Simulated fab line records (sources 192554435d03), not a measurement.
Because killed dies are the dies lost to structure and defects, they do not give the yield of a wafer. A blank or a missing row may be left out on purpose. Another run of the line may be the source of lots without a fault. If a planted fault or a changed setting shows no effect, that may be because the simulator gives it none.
Chamber matching || flow n5_finfet || 4 sister chambers for N5_FIN_CUT_ETCH_30 on rie_diel-05
The step etches underlayer in N2/H2, target depth 13 nm, time 10.4 s. 4 wafers are shown with their chamber, then 11 later ones without.

## WAFERS, EACH WITH ITS CHAMBER
{"wafer": "L082.4", "chamber": 3, "showerhead_plenum_p_Torr (Torr)": 2.48}
{"wafer": "L084.2", "chamber": 2, "showerhead_plenum_p_Torr (Torr)": 2.39}
{"wafer": "L084.6", "chamber": 0, "showerhead_plenum_p_Torr (Torr)": 2.71}
{"wafer": "L090.3", "chamber": 1, "showerhead_plenum_p_Torr (Torr)": 2.69}

## WAFERS WITH NO CHAMBER GIVEN
{"wafer": "L090.4", "showerhead_plenum_p_Torr (Torr)": 2.70}
{"wafer": "L090.6", "showerhead_plenum_p_Torr (Torr)": 2.69}
{"wafer": "L095.2", "showerhead_plenum_p_Torr (Torr)": 2.70}
{"wafer": "L095.5", "showerhead_plenum_p_Torr (Torr)": 2.69}
{"wafer": "L095.6", "showerhead_plenum_p_Torr (Torr)": 2.70}
{"wafer": "L096.1", "showerhead_plenum_p_Torr (Torr)": 2.69}
{"wafer": "L096.2", "showerhead_plenum_p_Torr (Torr)": 2.70}
{"wafer": "L096.5", "showerhead_plenum_p_Torr (Torr)": 2.69}
{"wafer": "L097.3", "showerhead_plenum_p_Torr (Torr)": 2.47}
{"wafer": "L097.4", "showerhead_plenum_p_Torr (Torr)": 2.70}
{"wafer": "L097.5", "showerhead_plenum_p_Torr (Torr)": 2.70}

## WHICH CHAMBER EACH ONE RAN IN
{"wafer": "L090.4", "from the rows above": "can't be placed: 0 or 1", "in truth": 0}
{"wafer": "L090.6", "from the rows above": 1, "in truth": 1}
{"wafer": "L095.2", "from the rows above": "can't be placed: 0 or 1", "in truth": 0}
{"wafer": "L095.5", "from the rows above": 1, "in truth": 1}
{"wafer": "L095.6", "from the rows above": "can't be placed: 0 or 1", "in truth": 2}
{"wafer": "L096.1", "from the rows above": 1, "in truth": 1}
{"wafer": "L096.2", "from the rows above": "can't be placed: 0 or 1", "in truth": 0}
{"wafer": "L096.5", "from the rows above": 1, "in truth": 1}
{"wafer": "L097.3", "from the rows above": 3, "in truth": 3}
{"wafer": "L097.4", "from the rows above": "can't be placed: 0 or 1", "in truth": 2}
{"wafer": "L097.5", "from the rows above": "can't be placed: 0 or 1", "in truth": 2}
Correctly placed: 5 of 11. Not placeable from these rows: 6 (in 3, the candidates include the true chamber). 0 placed wrongly.
How it was worked out, from the rows above alone: a wafer's distance from a chamber is the root of the sum, over the readings, of the square of ((its reading less the chamber's mean) divided by the reading's scatter). The wafer belongs to the nearest chamber; if the next one is less than 2 further off, it can't be placed. A chamber's mean is the mean of its shown wafers. The scatter (one wafer shown for each chamber): square how far every hidden wafer sits from the nearest shown wafer, average those squares and take the square root.
